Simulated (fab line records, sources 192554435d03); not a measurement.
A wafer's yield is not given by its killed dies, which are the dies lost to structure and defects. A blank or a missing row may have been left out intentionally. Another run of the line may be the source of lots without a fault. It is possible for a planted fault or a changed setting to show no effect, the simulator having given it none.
Split-lot trial ; flow n5 finfet ; on a route of 1938 steps: 7 lots, 21 wafers read

## SPLIT DETAILS
At N5_BEOL_M0_SAQP_PECVD_96 (deposits a-Si from SiH4/He, target thk 45 nm, time 45.2 s), the setting time s was moved away from the recipe's 45.2 s on 9 of the 21 wafers read, by -8.8% to +12.0%. For the rest of the wafers, this setting stayed at what the recipe calls for.

## FROM THE SPLIT TO THE READING: what the file shows between them, 4 steps
- N5_BEOL_M0_SAQP_PECVD_97: deposits SiNx from SiH4/NH3/N2, target thk 23 nm, time 19.9 s
- N5_BEOL_M0_SAQP_PECVD_04: deposits a-Si from SiH4/He, target thk 60 nm, time 60.2 s
- N5_BEOL_M0_SAQP_ETCH_101: etches SiNx in CH3F/O2, target depth 29.9 nm, time 42.7 s
- N5_BEOL_M0_SAQP_ETCH_102: etches SiO2 in CF4, target depth 4 nm, time 4.4 s

## THE READING
oes product au, in a.u., at N5_BEOL_M0_SAQP_MANDREL_ETCH_103 (etches a-Si in HBr/Cl2, stops on SiCN, target depth 45 nm, bt time 10 s, time 27 s). Typical for fault-free wafers on this fab line: 0.682 a.u., with standard deviation 0.0099 a.u.

wafer;tool, chamber at the split;time s as run, s;against the recipe;oes product au, a.u.;against lot-mates on the recipe
L076.2;pecvd-02, 1;45.2;recipe;0.674;-
L076.4;pecvd-02, 0;45.2;recipe;0.679;-
L076.5;pecvd-02, 2;49.27;+9.0%;0.719;+0.042
L085.1;pecvd-03, 1;45.2;recipe;0.691;-
L085.2;pecvd-03, 0;45.2;recipe;0.692;-
L085.4;pecvd-03, 1;45.2;recipe;0.691;-
L086.1;pecvd-01, 1;41.91;-7.3%;0.656;-0.011
L086.5;pecvd-01, 2;41.91;-7.3%;0.652;-0.015
L086.6;pecvd-01, 0;45.2;recipe;0.667;-
L087.1;pecvd-01, 0;50.63;+12.0%;0.722;+0.045
L087.4;pecvd-01, 1;50.63;+12.0%;0.725;+0.048
L087.6;pecvd-01, 0;45.2;recipe;0.677;-
L091.2;pecvd-03, 2;45.2;recipe;0.680;-
L091.3;pecvd-03, 0;45.2;recipe;0.687;-
L091.4;pecvd-03, 2;45.2;recipe;0.668;-
L095.1;pecvd-03, 2;45.2;recipe;0.686;-
L095.3;pecvd-03, 0;49.08;+8.6%;0.721;+0.026
L095.4;pecvd-03, 2;45.2;recipe;0.704;-
L096.2;pecvd-01, 1;41.22;-8.8%;0.645;no lot-mate on the recipe
L096.3;pecvd-01, 2;41.22;-8.8%;0.646;no lot-mate on the recipe
L096.5;pecvd-01, 2;41.22;-8.8%;0.657;no lot-mate on the recipe

FIT RESULTS
A straight line over all 21 wafers: oes product au changes by +0.00375 a.u. for each +1% of time s; r = +0.94; the points scatter about the line by 0.0088 a.u.
The same after taking each lot's own level away (the mean of its wafers on the recipe; 18 wafers): +0.00336 a.u. for each +1%; r = +0.94; scatter 0.0069 a.u.
Per that fit: largest time s move, reading shift of 0.04 a.u.
Across the lots, their own levels run from 0.6670 to 0.6950 a.u., a range of 2.8 times the standard deviation given above.
So the lot-to-lot level changes the slope: the two fits differ.
Check: for one of the wafers moved furthest among these (+12.0%), held out of the fit, the line's prediction against its lot-mates is +0.042 a.u. It came out at +0.045 a.u. against them.

## THESE WAFERS: OTHER SPLITS
These wafers also went through other splits before the reading. Each is held against what the fit with the lots' levels taken away leaves over:
other split on the same wafers;wafers away from the commonest value;r with oes product au (lot level and that fit taken away)
N5_SD_EPI_P_COAT_03 spin rpm;5;+0.24
N5_HKMG_FIN_COAT_43 spin rpm;7;+0.05
N5_HKMG_FIN_EXPOSE_46 dose mj;7;+0.11
N5_HKMG_FIN_COAT_29 spin rpm;6;-0.36
N5_MOL_CONTACT_COAG_COAT_75 spin rpm;6;-0.04
N5_MOL_CONTACT_COAG_COAT_76 spin rpm;5;+0.12
N5_BEOL_M0_SAQP_HM_DEP_02 target thk a;6;-0.18

## THE WHOLE CHAIN: every reading that the file lists as answering this split, in the file's order
step;what it does;reading;change (the file's fit);r (the file's)
N5_BEOL_M0_SAQP_PECVD_96;deposits a-Si from SiH4/He, target thk 45 nm, time 45.2 s;a-Si_of_BEOL_M0_SAQP_PECVD_96.thk nm (the simulator's own value, which no gauge read);+0.443 nm for each +1% of the setting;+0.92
N5_BEOL_M0_SAQP_MANDREL_ETCH_103;etches a-Si in HBr/Cl2, stops on SiCN, target depth 45 nm, bt time 10 s, time 27 s;oes product au;+0.00361 a.u. for each +1% of the setting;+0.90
N5_BEOL_M0_SAQP_MANDREL_ETCH_103;etches a-Si in HBr/Cl2, stops on SiCN, target depth 45 nm, bt time 10 s, time 27 s;etch.depth nm (the simulator's own value, which no gauge read);+0.441 nm for each +1% of the setting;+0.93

## THE FILE'S OWN FIT
oes product au changes by +0.00361 a.u. for each +1% of time s, r = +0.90.
